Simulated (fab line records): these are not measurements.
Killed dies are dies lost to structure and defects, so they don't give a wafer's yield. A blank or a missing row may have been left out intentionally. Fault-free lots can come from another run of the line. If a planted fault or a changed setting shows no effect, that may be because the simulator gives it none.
fab line records | flow n5Finfet
record lots=7 | wafers=39
route steps=1938 shown BEOL_M10@1470 BEOL_M14@1730 TV_OPEN@1887
startH: start of the lot's first displayed wafer, in hours after the record's first day | waitH: time in hours since the lot's previous step | " as in the row above | L1.1+2: a row that stands for several wafers | - value missing, or start not given | * or withheld: withheld | < > ~ a bound
route shown NAME@n: names a module that has steps shown in the file, with the first one's number in the route | usual: mean/standard deviation of fault-free wafers | same: alike in all rows | chamber/n: place in a boat | sites: per-site readings | _std_site: standard deviation across them | _edge_site: mean of outer sites minus mean of inner sites | radiusMm: how far each site lies from the wafer's centre | mask NAME#n: copy n | behind: the last tool/chamber to shape the wafer | hold: why the lot was held/for how many hours/how that ended | device: whichever transistor did not switch (one of n, p or np) | end of line: the route-end tests of the same wafers | step lacking rows: just its recipe | killed: at the first sort, the dies lost to defects and structure; wafer yield is something else | map: the dies of a wafer, with x for killed, . for not killed, _ for no die there
set.NAME: the setting that was run; set.NAME@STEP: the one run at that earlier step | model.NAME: the simulator's own value behind a step, which no gauge read
lots run with intentionally changed settings; tables by step, rows by wafer
## steps
# step N5_BEOL_M10_ILD_DEP_00
# recipe material=SiCOH_lowk | targetThkA=3085.1 | tempC=300 | precursor=DEMS/porogen | pressureTorr=5 | rfW=500 | timeS=58
lot.wafer | tool     | chamber | startH | waitH | set.targetThkA | model.SiCOH_lowk_of_BEOL_M10_ILD_DEP_00.thkNm
L074.1    | pecvd-04 | 1       | 271.36 | 0.0   | 1986           | 205
L074.2    | "        | 2       | "      | "     | 3085.1         | 314.2
L074.3    | "        | 0       | "      | "     | 1986           | 200
L074.4    | "        | 1       | "      | "     | 1986           | 206
L074.5    | "        | 2       | "      | "     | 3085.1         | 316.8
L074.6    | "        | 0       | "      | "     | 3085.1         | 315.8
L080.1    | pecvd-04 | 1       | 280.82 | 0.0   | 2009           | 202.6
L080.2    | "        | 0       | "      | "     | 2009           | 199.8
L080.3    | "        | 2       | "      | "     | 3085.1         | 308.6
L080.4    | "        | 1       | "      | "     | 2009           | 202.8
L080.5    | "        | 0       | "      | "     | 3085.1         | 313.4
L080.6    | "        | 2       | "      | "     | 3085.1         | 312.4
L075.1    | pecvd-04 | 2       | 284.86 | 0.0   | 3085.1         | 312.4
L075.2    | "        | 1       | "      | "     | 3085.1         | 311.8
L075.3    | "        | 0       | "      | "     | 2088           | 207.6
L075.4    | "        | 0       | "      | "     | 2088           | 211.2
L075.5    | "        | 2       | "      | "     | 3085.1         | 315
L075.6    | "        | 1       | "      | "     | 2088           | 211.8
L083.1    | pecvd-01 | 1       | 301.84 | 0.0   | 3085.1         | 300.6
L083.2    | "        | 0       | "      | "     | 1655           | 165.4
L083.3    | "        | 0       | "      | "     | 3085.1         | 309.4
L083.4    | "        | 1       | "      | "     | 1655           | 163
L083.5    | "        | 1       | "      | "     | 3085.1         | 304.4
L083.6    | "        | 0       | "      | "     | 1655           | 168.2
L084.1    | pecvd-02 | 1       | 336.96 | 0.0   | 3085.1         | 309.6
L084.2    | "        | 2       | "      | "     | 3085.1         | 303.4
L084.3    | "        | 0       | "      | "     | 3085.1         | 306.6
L084.4    | "        | 1       | "      | "     | 2416           | 245.8
L084.5    | "        | 0       | "      | "     | 2416           | 241.8
L084.6    | "        | 2       | "      | "     | 2416           | 237.4
L088.3    | pecvd-01 | 0       | 354.92 | 0.0   | 3085.1         | 306
L088.5    | "        | 1       | "      | "     | 3085.1         | 305.4
L088.6    | "        | 0       | "      | "     | 3085.1         | 311.4
L096.1    | pecvd-02 | 0       | 399.47 | 0.0   | 3085.1         | 305.6
L096.2    | "        | 2       | "      | "     | 3085.1         | 306
L096.3+5  | "        | 0,2     | "      | "     | 3085.1         | 310.8
L096.4    | "        | 2       | "      | "     | 3085.1         | 311.4
L096.6    | "        | 0       | "      | "     | 3085.1         | 307.2
# step N5_BEOL_M10_CURE_71
# recipe tempC=385 | timeS=240 | ambient=He/Ar | material=SiCOH_lowk
lot.wafer | tool      | chamber | startH | waitH | set.targetThkA@BEOL_M10_ILD_DEP_00 | model.SiCOH_lowk_of_BEOL_M10_ILD_DEP_00.thkNm
L074.1    | uvCure-02 | 2       | 271.44 | 0.0   | 1986                               | 177
L074.2    | "         | 2       | "      | "     | 3085.1                             | 273
L074.3    | "         | 2       | "      | "     | 1986                               | 172.6
L074.4    | "         | 2       | "      | "     | 1986                               | 178
L074.5    | "         | 2       | "      | "     | 3085.1                             | 275.4
L074.6    | "         | 2       | "      | "     | 3085.1                             | 274.6
L080.1    | uvCure-01 | 0       | 280.89 | 0.0   | 2009                               | 175
L080.2    | "         | 0       | "      | "     | 2009                               | 172.4
L080.3    | "         | 0       | "      | "     | 3085.1                             | 268
L080.4    | "         | 0       | "      | "     | 2009                               | 175.2
L080.5    | "         | 0       | "      | "     | 3085.1                             | 272.4
L080.6    | "         | 0       | "      | "     | 3085.1                             | 271.4
L075.1    | uvCure-02 | 2       | 285.02 | 0.1   | 3085.1                             | 271.4
L075.2    | "         | 2       | "      | "     | 3085.1                             | 270.8
L075.3    | "         | 2       | "      | "     | 2088                               | 179.2
L075.4    | "         | 2       | "      | "     | 2088                               | 182.4
L075.5    | "         | 2       | "      | "     | 3085.1                             | 273.6
L075.6    | "         | 2       | "      | "     | 2088                               | 183
L083.1    | uvCure-01 | 1       | 301.95 | 0.1   | 3085.1                             | 261
L083.2    | "         | 1       | "      | "     | 1655                               | 142.6
L083.3    | "         | 1       | "      | "     | 3085.1                             | 268.8
L083.4    | "         | 1       | "      | "     | 1655                               | 140.4
L083.5    | "         | 1       | "      | "     | 3085.1                             | 264.4
L083.6    | "         | 1       | "      | "     | 1655                               | 145
L084.1    | uvCure-03 | 1       | 337.04 | 0.0   | 3085.1                             | 268.8
L084.2    | "         | 1       | "      | "     | 3085.1                             | 263.6
L084.3    | "         | 1       | "      | "     | 3085.1                             | 266.4
L084.4    | "         | 1       | "      | "     | 2416                               | 212.8
L084.5    | "         | 1       | "      | "     | 2416                               | 209.2
L084.6    | "         | 1       | "      | "     | 2416                               | 205.4
L088.3    | uvCure-03 | 0       | 355.32 | 0.4   | 3085.1                             | 265.8
L088.5    | "         | 0       | "      | "     | 3085.1                             | 265.2
L088.6    | "         | 0       | "      | "     | 3085.1                             | 270.4
L096.1    | uvCure-02 | 0       | 399.58 | 0.1   | 3085.1                             | 265.4
L096.2    | "         | 0       | "      | "     | 3085.1                             | 265.8
L096.3+5  | "         | 0       | "      | "     | 3085.1                             | 270
L096.4    | "         | 0       | "      | "     | 3085.1                             | 270.6
L096.6    | "         | 0       | "      | "     | 3085.1                             | 266.8
# step N5_BEOL_M10_THK_MEAS_01
# recipe reads=SiCOH_lowk_of_BEOL_M10_ILD_DEP_00
# usual M10_ILD_THK=269/3.4
lot.wafer | tool         | chamber | startH | waitH | set.targetThkA@BEOL_M10_ILD_DEP_00 | M10_ILD_THK[nm]
L074.1    | filmMetro-01 | -       | 271.95 | 0.4   | 1986                               | 177
L074.2    | "            | -       | "      | "     | 3085.1                             | 273
L074.3    | "            | -       | "      | "     | 1986                               | 173
L074.4    | "            | -       | "      | "     | 1986                               | 178
L074.5    | "            | -       | "      | "     | 3085.1                             | 275
L074.6    | "            | -       | "      | "     | 3085.1                             | 274
L080.1    | filmMetro-01 | -       | 281.41 | 0.4   | 2009                               | 175
L080.2    | "            | -       | "      | "     | 2009                               | 172
L080.3    | "            | -       | "      | "     | 3085.1                             | 268
L080.4    | "            | -       | "      | "     | 2009                               | 175
L080.5    | "            | -       | "      | "     | 3085.1                             | 273
L080.6    | "            | -       | "      | "     | 3085.1                             | 271
L075.1    | filmMetro-02 | -       | 285.53 | 0.4   | 3085.1                             | 272
L075.2    | "            | -       | "      | "     | 3085.1                             | 271
L075.3    | "            | -       | "      | "     | 2088                               | 179
L075.4    | "            | -       | "      | "     | 2088                               | 182
L075.5    | "            | -       | "      | "     | 3085.1                             | 274
L075.6    | "            | -       | "      | "     | 2088                               | 183
L083.1    | filmMetro-01 | -       | 302.46 | 0.4   | 3085.1                             | 261
L083.2    | "            | -       | "      | "     | 1655                               | 143
L083.3    | "            | -       | "      | "     | 3085.1                             | 269
L083.4    | "            | -       | "      | "     | 1655                               | 141
L083.5    | "            | -       | "      | "     | 3085.1                             | 264
L083.6    | "            | -       | "      | "     | 1655                               | 145
L084.1    | filmMetro-01 | -       | 337.55 | 0.4   | 3085.1                             | 269
L084.2    | "            | -       | "      | "     | 3085.1                             | 264
L084.3    | "            | -       | "      | "     | 3085.1                             | 266
L084.4    | "            | -       | "      | "     | 2416                               | 213
L084.5    | "            | -       | "      | "     | 2416                               | 209
L084.6    | "            | -       | "      | "     | 2416                               | 205
L088.3    | filmMetro-01 | -       | 355.99 | 0.5   | 3085.1                             | 266
L088.5    | "            | -       | "      | "     | 3085.1                             | 265
L088.6    | "            | -       | "      | "     | 3085.1                             | 271
L096.1    | filmMetro-02 | -       | 400.09 | 0.4   | 3085.1                             | 266
L096.2    | "            | -       | "      | "     | 3085.1                             | 266
L096.3    | "            | -       | "      | "     | 3085.1                             | 270
L096.4    | "            | -       | "      | "     | 3085.1                             | 271
L096.5    | "            | -       | "      | "     | 3085.1                             | 270
L096.6    | "            | -       | "      | "     | 3085.1                             | 267
# step N5_BEOL_M14_ETCH_59
# recipe chemistry=N2/H2 | target=BARC | targetDepthA=890 | overetchA=267 | timeS=67.9 | ionEnergyEv=200 | pressureMtorr=30 | sourceW=840 | biasW=150 | n2FlowSccm=200 | h2FlowSccm=200
lot.wafer | tool       | chamber | startH | waitH | set.timeS | model.coat_of_BEOL_M14_COAT_04.thkNm
L074.1    | rieDiel-02 | 0       | 309.95 | 0.0   | 94.03     | 691.8
L074.2+6  | "          | 1       | "      | "     | 67.9      | 715.8
L074.3    | "          | 3       | "      | "     | 67.9      | 715.6
L074.4    | "          | 2       | "      | "     | 94.03     | 691
L074.5    | "          | 2       | "      | "     | 94.03     | 688
L080.1    | rieDiel-02 | 0       | 315.17 | 0.0   | 67.9      | 718.2
L080.2    | "          | 3       | "      | "     | 67.9      | 716.4
L080.3    | "          | 2       | "      | "     | 67.9      | 716.2
L080.4    | "          | 1       | "      | "     | 67.9      | 718
L080.5    | "          | 2       | "      | "     | 67.9      | 717.2
L080.6    | "          | 1       | "      | "     | 67.9      | 718.6
L075.1    | rieDiel-02 | 3       | 327.59 | 0.0   | 67.9      | 718.8
L075.2    | "          | 1       | "      | "     | 67.9      | 717.8
L075.3    | "          | 0       | "      | "     | 44.09     | 741.4
L075.4    | "          | 2       | "      | "     | 67.9      | 716.2
L075.5    | "          | 0       | "      | "     | 44.09     | 739.2
L075.6    | "          | 3       | "      | "     | 44.09     | 740.6
L083.1    | rieDiel-06 | 0       | 339.29 | 0.0   | 67.9      | 714.2
L083.2    | "          | 3       | "      | "     | 67.9      | 715
L083.3    | "          | 2       | "      | "     | 47.54     | 732.6
L083.4    | "          | 0       | "      | "     | 67.9      | 714.8
L083.5    | "          | 3       | "      | "     | 47.54     | 735.4
L083.6    | "          | 2       | "      | "     | 47.54     | 731
L084.1    | rieDiel-06 | 1       | 363.13 | 0.0   | 90.32     | 694.4
L084.2+4  | "          | 3       | "      | "     | 90.32     | 698
L084.3+5  | "          | 2       | "      | "     | 67.9      | 718.2
L084.6    | "          | 1       | "      | "     | 67.9      | 717
L088.3    | rieDiel-06 | 1       | 382.21 | 0.0   | 67.9      | 715.8
L088.5    | "          | 2       | "      | "     | 67.9      | 719.6
L088.6    | "          | 1       | "      | "     | 67.9      | 716.2
L096.1    | rieDiel-02 | 3       | 433.59 | 0.0   | 67.9      | 719.2
L096.2    | "          | 0       | "      | "     | 67.9      | 718.6
L096.3    | "          | 1       | "      | "     | 88.82     | 698.6
L096.4    | "          | 2       | "      | "     | 88.82     | 697.6
L096.5    | "          | 0       | "      | "     | 67.9      | 718
L096.6    | "          | 3       | "      | "     | 88.82     | 696.4
# step N5_BEOL_M14_VIA_ETCH_16
# recipe chemistry=C4F8/O2/Ar | target=SiO2 | heInnerTorr=15 | heOuterTorr=30 | targetDepthA=12313 | timeS=withheld | ionEnergyEv=800 | pressureMtorr=20 | sourceW=1905 | biasW=2040 | Ar_flow_sccm=400 | C4F8_flow_sccm=16 | O2_flow_sccm=12 | ends=cleared
lot.wafer | tool       | chamber | startH | waitH | set.timeS@BEOL_M14_ETCH_59 | model.coat_of_BEOL_M14_COAT_04.thkNm
L074.1    | rieDiel-02 | 0       | 310.00 | 0.0   | *                          | 429.4
L074.2    | "          | 1       | "      | "     | *                          | 450.2
L074.3    | "          | 3       | "      | "     | *                          | 455.4
L074.4    | "          | 2       | "      | "     | *                          | 427.4
L074.5    | "          | 2       | "      | "     | *                          | 424.8
L074.6    | "          | 1       | "      | "     | *                          | 447.4
L080.1    | rieDiel-02 | 0       | 315.23 | 0.0   | *                          | 458.2
L080.2    | "          | 3       | "      | "     | *                          | 455.8
L080.3    | "          | 2       | "      | "     | *                          | 455
L080.4    | "          | 1       | "      | "     | *                          | 447
L080.5    | "          | 2       | "      | "     | *                          | 455.2
L080.6    | "          | 1       | "      | "     | *                          | 451.4
L075.1    | rieDiel-02 | 3       | 327.64 | 0.0   | *                          | 455.4
L075.2    | "          | 1       | "      | "     | *                          | 453.8
L075.3    | "          | 0       | "      | "     | *                          | 480.8
L075.4    | "          | 2       | "      | "     | *                          | 449.4
L075.5    | "          | 0       | "      | "     | *                          | 472.4
L075.6    | "          | 3       | "      | "     | *                          | 476.2
L083.1    | rieDiel-06 | 0       | 339.35 | 0.0   | *                          | 454
L083.2    | "          | 3       | "      | "     | *                          | 457.4
L083.3    | "          | 2       | "      | "     | *                          | 467
L083.4    | "          | 0       | "      | "     | *                          | 449
L083.5    | "          | 3       | "      | "     | *                          | 475.6
L083.6    | "          | 2       | "      | "     | *                          | 462
L084.1    | rieDiel-06 | 1       | 363.18 | 0.0   | *                          | 429.6
L084.2    | "          | 3       | "      | "     | *                          | 440.2
L084.3    | "          | 2       | "      | "     | *                          | 452.6
L084.4    | "          | 3       | "      | "     | *                          | 439.8
L084.5    | "          | 2       | "      | "     | *                          | 454.4
L084.6    | "          | 1       | "      | "     | *                          | 447.8
L088.3    | rieDiel-06 | 1       | 382.26 | 0.0   | *                          | 440.8
L088.5    | "          | 2       | "      | "     | *                          | 448.8
L088.6    | "          | 1       | "      | "     | *                          | 447.2
L096.1    | rieDiel-02 | 3       | 433.64 | 0.0   | *                          | 458.8
L096.2    | "          | 0       | "      | "     | *                          | 458.2
L096.3    | "          | 1       | "      | "     | *                          | 431.2
L096.4    | "          | 2       | "      | "     | *                          | 437.8
L096.5    | "          | 0       | "      | "     | *                          | 453.4
L096.6    | "          | 3       | "      | "     | *                          | 432.8
# step N5_BEOL_M14_DESCUM_33
# recipe chemistry=O2 | timeS=7.9 | sourcePowerW=50 | biasPowerW=20 | pressureMtorr=20 | rfFrequencyHz=2.712e+07 | tempC=40 | o2FlowSccm=225
lot.wafer  | tool       | chamber | startH | waitH | set.timeS | model.coat_of_BEOL_M14_COAT_22.thkNm
L074.1     | rieDiel-06 | 3       | 310.76 | 0.0   | 7.9       | 282.6
L074.2+5   | "          | 2,0     | "      | "     | 7.9       | 283
L074.3     | "          | 0       | "      | "     | 7.9       | 283.6
L074.4     | "          | 1       | "      | "     | 7.9       | 282.4
L074.6     | "          | 3       | "      | "     | 7.9       | 282.8
L080.1     | rieDiel-03 | 3       | 315.99 | 0.0   | 4.114     | 284.4
L080.2     | "          | 2       | "      | "     | 7.9       | 282.8
L080.3+5   | "          | 0,1     | "      | "     | 7.9       | 283.6
L080.4+6   | "          | 1,0     | "      | "     | 4.114     | 285.6
L075.1     | rieDiel-02 | 1       | 328.54 | 0.0   | 3.216     | 286.4
L075.2     | "          | 2       | "      | "     | 3.216     | 286.6
L075.3     | "          | 3       | "      | "     | 3.216     | 285.4
L075.4     | "          | 0       | "      | "     | 7.9       | 283.4
L075.5     | "          | 0       | "      | "     | 7.9       | 283.2
L075.6     | "          | 3       | "      | "     | 7.9       | 284.4
L083.1     | rieDiel-02 | 2       | 340.27 | 0.2   | 7.9       | 283.6
L083.2+4   | "          | 1,3     | "      | "     | 7.9       | 283.8
L083.3     | "          | 0       | "      | "     | 7.9       | 284
L083.5     | "          | 3       | "      | "     | 7.9       | 283.4
L083.6     | "          | 0       | "      | "     | 7.9       | 284.2
L084.1     | rieDiel-02 | 2       | 363.95 | 0.0   | 7.9       | 282.8
L084.2+3   | "          | 1,0     | "      | "     | 11.72     | 281.2
L084.4     | "          | 2       | "      | "     | 7.9       | 283
L084.5     | "          | 0       | "      | "     | 7.9       | 283.2
L084.6     | "          | 1       | "      | "     | 11.72     | 281
L088.3     | rieDiel-03 | 1       | 383.03 | 0.0   | 7.9       | 282.6
L088.5     | "          | 2       | "      | "     | 7.9       | 282
L088.6     | "          | 1       | "      | "     | 7.9       | 282.8
L096.1     | rieDiel-02 | 2       | 434.68 | 0.3   | 7.9       | 283.6
L096.2+3+5 | "          | 3,0,2   | "      | "     | 7.9       | 282.8
L096.4     | "          | 1       | "      | "     | 7.9       | 282
L096.6     | "          | 1       | "      | "     | 7.9       | 283
# step N5_PASSIVATION_PASS_ETCH_74
# recipe chemistry=CF4/O2 | target=SiNx | targetDepthA=2200 | timeS=110 | ionEnergyEv=100 | pressureMtorr=40 | sourceW=535 | biasW=49 | Ar_flow_sccm=100 | cf4FlowSccm=100 | O2_flow_sccm=10
lot.wafer | tool       | chamber | startH | waitH | set.targetDepthA | model.etch.depthNm | model.TV_OPEN.cdOffsetNm
L074.1    | rieDiel-01 | 1       | 337.02 | 0.0   | 1581             | 169.4              | 1.8
L074.2    | "          | 3       | "      | "     | 2200             | 219.5              | 0
L074.3    | "          | 0       | "      | "     | 1581             | 162.8              | 3.4
L074.4    | "          | 2       | "      | "     | 2200             | 226.6              | 0.2
L074.5    | "          | 2       | "      | "     | 2200             | 226.9              | -0.2
L074.6    | "          | 1       | "      | "     | 1581             | 169.7              | 2
L080.1    | rieDiel-01 | 0       | 346.77 | 0.0   | 2200             | 224.4              | 0.6
L080.2    | "          | 2       | "      | "     | 2200             | 227.3              | 0.4
L080.3    | "          | 3       | "      | "     | 2615             | 259                | -2
L080.4    | "          | 2       | "      | "     | 2615             | 266.5              | -2
L080.5    | "          | 3       | "      | "     | 2615             | 258.3              | -1.8
L080.6    | "          | 0       | "      | "     | 2200             | 224.7              | 0.6
L075.1    | rieDiel-05 | 1       | 349.35 | 0.0   | 1721             | 178.4              | 1.2
L075.2    | "          | 2       | "      | "     | 1721             | 177.1              | 2.2
L075.3    | "          | 0       | "      | "     | 2200             | 218.8              | 0.4
L075.4    | "          | 3       | "      | "     | 2200             | 224.7              | -0.2
L075.5    | "          | 1       | "      | "     | 2200             | 226.4              | -0.8
L075.6    | "          | 0       | "      | "     | 1721             | 170.7              | 2
L083.1    | rieDiel-01 | 3       | 353.70 | 0.0   | 2200             | 216.9              | -0.2
L083.2    | "          | 2       | "      | "     | 2200             | 224.2              | 0
L083.3    | "          | 0       | "      | "     | 2200             | 223.1              | 0.6
L083.4    | "          | 3       | "      | "     | 2200             | 216.8              | -0.2
L083.5    | "          | 0       | "      | "     | 2200             | 224.3              | 0.4
L083.6    | "          | 2       | "      | "     | 2200             | 224.4              | 0
L084.1    | rieDiel-05 | 1       | 383.31 | 0.0   | 1651             | 166.2              | 1.8
L084.2    | "          | 0       | "      | "     | 2200             | 228.2              | 0
L084.3    | "          | 2       | "      | "     | 1651             | 167.8              | 2.8
L084.4    | "          | 0       | "      | "     | 2200             | 227.2              | -0.2
L084.5    | "          | 1       | "      | "     | 1651             | 168.8              | 2
L084.6    | "          | 2       | "      | "     | 2200             | 222.9              | 0
L088.3    | rieDiel-05 | 3       | 401.71 | 0.0   | 2200             | 222.4              | -0.2
L088.5    | "          | 2       | "      | "     | 2200             | 223.4              | 0
L088.6    | "          | 1       | "      | "     | 2200             | 224.3              | -0.8
L096.1    | rieDiel-05 | 2       | 456.74 | 0.0   | 2200             | 221                | 0
L096.2    | "          | 1       | "      | "     | 2200             | 223.7              | -0.6
L096.3    | "          | 3       | "      | "     | 2200             | 222.1              | 0.6
L096.4    | "          | 1       | "      | "     | 2200             | 222.4              | -0.6
L096.5    | "          | 3       | "      | "     | 2200             | 222.2              | 0
L096.6    | "          | 2       | "      | "     | 2200             | 222.9              | 0.2
# step N5_PASSIVATION_VIA_ETCH_13
# recipe chemistry=CHF3/O2 | target=SiO2 | targetDepthA=6600 | CHF3_flow_sccm=50 | O2_flow_sccm=5 | Ar_flow_sccm=200 | timeS=330 | maskMaterial=PR | pressureMtorr=30 | sourceW=650 | biasW=170 | ionEnergyEv=200 | ends=cleared
lot.wafer | tool       | chamber | startH | waitH | set.targetDepthA@PASSIVATION_PASS_ETCH_74 | model.TV_OPEN.cdOffsetNm
L074.1+6  | rieDiel-01 | 1       | 337.11 | 0.0   | 1581                                      | 4
L074.2+5  | "          | 3,2     | "      | "     | 2200                                      | 1.8
L074.3    | "          | 0       | "      | "     | 1581                                      | 5.8
L074.4    | "          | 2       | "      | "     | 2200                                      | 2.2
L080.1    | rieDiel-01 | 0       | 346.86 | 0.0   | 2200                                      | 2.8
L080.2    | "          | 2       | "      | "     | 2200                                      | 2
L080.3    | "          | 3       | "      | "     | 2615                                      | -0.2
L080.4    | "          | 2       | "      | "     | 2615                                      | -0.6
L080.5    | "          | 3       | "      | "     | 2615                                      | 0
L080.6    | "          | 0       | "      | "     | 2200                                      | 2.6
L075.1    | rieDiel-05 | 1       | 349.44 | 0.0   | 1721                                      | 2.6
L075.2    | "          | 2       | "      | "     | 1721                                      | 3.8
L075.3    | "          | 0       | "      | "     | 2200                                      | 2.2
L075.4    | "          | 3       | "      | "     | 2200                                      | 1
L075.5    | "          | 1       | "      | "     | 2200                                      | 0.8
L075.6    | "          | 0       | "      | "     | 1721                                      | 3.6
L083.1+4  | rieDiel-01 | 3       | 353.79 | 0.0   | 2200                                      | 1.6
L083.2    | "          | 2       | "      | "     | 2200                                      | 1.2
L083.3    | "          | 0       | "      | "     | 2200                                      | 2.6
L083.5    | "          | 0       | "      | "     | 2200                                      | 2.4
L083.6    | "          | 2       | "      | "     | 2200                                      | 1.4
L084.1    | rieDiel-05 | 1       | 383.40 | 0.0   | 1651                                      | 3.2
L084.2+4  | "          | 0       | "      | "     | 2200                                      | 1.8
L084.3    | "          | 2       | "      | "     | 1651                                      | 4.4
L084.5    | "          | 1       | "      | "     | 1651                                      | 3.4
L084.6    | "          | 2       | "      | "     | 2200                                      | 1.4
L088.3+5  | rieDiel-05 | 3,2     | 401.80 | 0.0   | 2200                                      | 1.6
L088.6    | "          | 1       | "      | "     | 2200                                      | 1
L096.1    | rieDiel-05 | 2       | 456.84 | 0.0   | 2200                                      | 1.4
L096.2+4  | "          | 1       | "      | "     | 2200                                      | 1.2
L096.3    | "          | 3       | "      | "     | 2200                                      | 2.6
L096.5    | "          | 3       | "      | "     | 2200                                      | 2
L096.6    | "          | 2       | "      | "     | 2200                                      | 1.8
## key
split step=N5_BEOL_M10_ILD_DEP_00 | setting=targetThkA | stated=3085.1 | by=wafer
response step=N5_BEOL_M10_ILD_DEP_00 | reading=model.SiCOH_lowk_of_BEOL_M10_ILD_DEP_00.thkNm | change=+3.09 | per=1% | r=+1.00
response step=N5_BEOL_M10_CURE_71 | reading=model.SiCOH_lowk_of_BEOL_M10_ILD_DEP_00.thkNm | change=+2.71 | per=1% | r=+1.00
response step=N5_BEOL_M10_THK_MEAS_01 | reading=M10_ILD_THK | change=+2.71 | per=1% | r=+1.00
split step=N5_BEOL_M14_ETCH_59 | setting=timeS | stated=67.9 | by=wafer
response step=N5_BEOL_M14_ETCH_59 | reading=model.coat_of_BEOL_M14_COAT_04.thkNm | change=-0.65 | per=1% | r=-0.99
response step=N5_BEOL_M14_VIA_ETCH_16 | reading=model.coat_of_BEOL_M14_COAT_04.thkNm | change=-0.6 | per=1% | r=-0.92
split step=N5_BEOL_M14_DESCUM_33 | setting=timeS | stated=7.9 | by=wafer
response step=N5_BEOL_M14_DESCUM_33 | reading=model.coat_of_BEOL_M14_COAT_22.thkNm | change=-0.04 | per=1% | r=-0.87
split step=N5_PASSIVATION_PASS_ETCH_74 | setting=targetDepthA | stated=2200 | by=wafer
response step=N5_PASSIVATION_PASS_ETCH_74 | reading=model.etch.depthNm | change=+2.13 | per=1% | r=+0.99
response step=N5_PASSIVATION_PASS_ETCH_74 | reading=model.TV_OPEN.cdOffsetNm | change=-0.0954 | per=1% | r=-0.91
response step=N5_PASSIVATION_VIA_ETCH_13 | reading=model.TV_OPEN.cdOffsetNm | change=-0.098 | per=1% | r=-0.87
